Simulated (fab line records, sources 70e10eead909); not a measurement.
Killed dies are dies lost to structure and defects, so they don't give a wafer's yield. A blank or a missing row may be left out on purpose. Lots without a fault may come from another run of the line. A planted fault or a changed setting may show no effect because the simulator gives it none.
One fault seen from 2 desks | flow nand_harc | each desk has only its own numbers; what lay behind them comes last

THE METROLOGY DESK
What the gauges read, lot by lot, whatever tool the lot ran on: means of the sampled wafers that have a number. A lot is out of limits, marked OUT, if its mean lies more than 4 standard deviations from the usual mean; the brackets give that distance.
Columns: A = overlay_x_nm at NHARC_A_CHANNEL_HOLE_D1_OVL_MEAS_11, usual 0.0 nm; B = overlay_y_nm at NHARC_A_CHANNEL_HOLE_D1_OVL_MEAS_11, usual 0.1 nm; C = cd_nm at NHARC_A_CHANNEL_HOLE_D1_CD_MEAS_18, usual 98.5 nm
lot  | first seen here | A    | B    | C
L104 | day 8 15:44     | -0.8 | -0.2 | 97.5
L106 | day 8 20:15     | 0.9  | -0.4 | 98.5
L109 | day 9 08:11     | 1.3  | 0.3  | 96.7
L110 | day 9 08:22     | 0.3  | 0.3  | 99.0
L111 | day 9 20:20     | 0.6  | 0.4  | 98.3
L113 | day 10 18:44    | -0.8 | 0.5  | 97.8
L115 | day 10 21:35    | -0.7 | 0.1  | 97.2
L117 | day 11 11:08    | 0.0  | -1.7 | 97.8
L121 | day 12 14:37    | -0.9 | -0.0 | 99.8
L122 | day 12 16:25    | -0.2 | 0.5  | 97.3
L124 | day 13 02:58    | -0.3 | -0.0 | 98.4
L126 | day 13 17:57    | -0.1 | 1.1  | 97.8
L127 | day 14 07:16    | 0.6  | 0.4  | 100.8
This desk's finding: nothing out of limits on any of the 13 lots.

THE TOOL OWNER'S DESK: rie_diel-10
The tool's own readings at NHARC_A_CHANNEL_HOLE_D1_ETCH_38 (etches the open film in CF4, target depth 39 nm, time 65 s): means of the sampled wafers that have a number, for each lot that ran on this tool. A lot is out of limits, marked OUT, if its mean lies more than 4 standard deviations from the usual mean; the brackets give that distance.
Columns: A = cf4_flow_sccm at NHARC_A_CHANNEL_HOLE_D1_ETCH_38, usual 150.0 sccm; B = drypump_motor_current_A at NHARC_A_CHANNEL_HOLE_D1_ETCH_38, usual 6.0 A; C = oes_product_au at NHARC_A_CHANNEL_HOLE_D1_ETCH_38, usual 1.002 a.u.; D = rf_fwd_power_W at NHARC_A_CHANNEL_HOLE_D1_ETCH_38, usual 297.3 W; E = rf_vpp_V at NHARC_A_CHANNEL_HOLE_D1_ETCH_38, usual 151.3 V; F = showerhead_plenum_p_Torr at NHARC_A_CHANNEL_HOLE_D1_ETCH_38, usual 1.77 Torr; G = throttle_valve_pct at NHARC_A_CHANNEL_HOLE_D1_ETCH_38, usual 13.284 %
lot  | first seen here | A     | B   | C                | D     | E     | F    | G
L109 | day 9 08:23     | 149.8 | 5.6 | 1.009            | 297.0 | 152.9 | 1.85 | 13.277
L113 | day 10 18:55    | 150.2 | 5.7 | 0.958 (-5.0) OUT | 296.9 | 151.0 | 1.79 | 13.278
L115 | day 10 21:46    | 150.1 | 5.8 | 0.869 (-15) OUT  | 297.9 | 151.2 | 1.75 | 13.290
L117 | day 11 11:19    | 149.7 | 5.9 | 0.936 (-7.5) OUT | 297.0 | 151.1 | 1.76 | 13.281
L127 | day 14 07:27    | 150.7 | 6.0 | 0.997            | 297.1 | 152.1 | 1.80 | 13.283
This desk's finding: out of limits on L113, L115, L117; first on L113, day 10 18:55 (oes_product_au at NHARC_A_CHANNEL_HOLE_D1_ETCH_38). In limits: L109, L127.

PUT TOGETHER
The tool owner's desk could have raised an alarm at day 10 18:55, on L113, L115, L117.
The metrology desk saw nothing out of limits.
The metrology desk has L113, L115, L117 on record, within its limits.
Of the lots named, all ran NHARC_A_CHANNEL_HOLE_D1_ETCH_38 on rie_diel-10.

WHAT THE SIMULATOR HAD PUT IN
Process parameter drift: rie_diel-10, from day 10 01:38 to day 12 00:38, at NHARC_A_CHANNEL_HOLE_D1_ETCH_38. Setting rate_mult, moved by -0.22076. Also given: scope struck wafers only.
Lots struck among those shown: L113, L115, L117.
Hours from the fault's start to each desk's first reading out of limits: the tool owner's desk, 17.
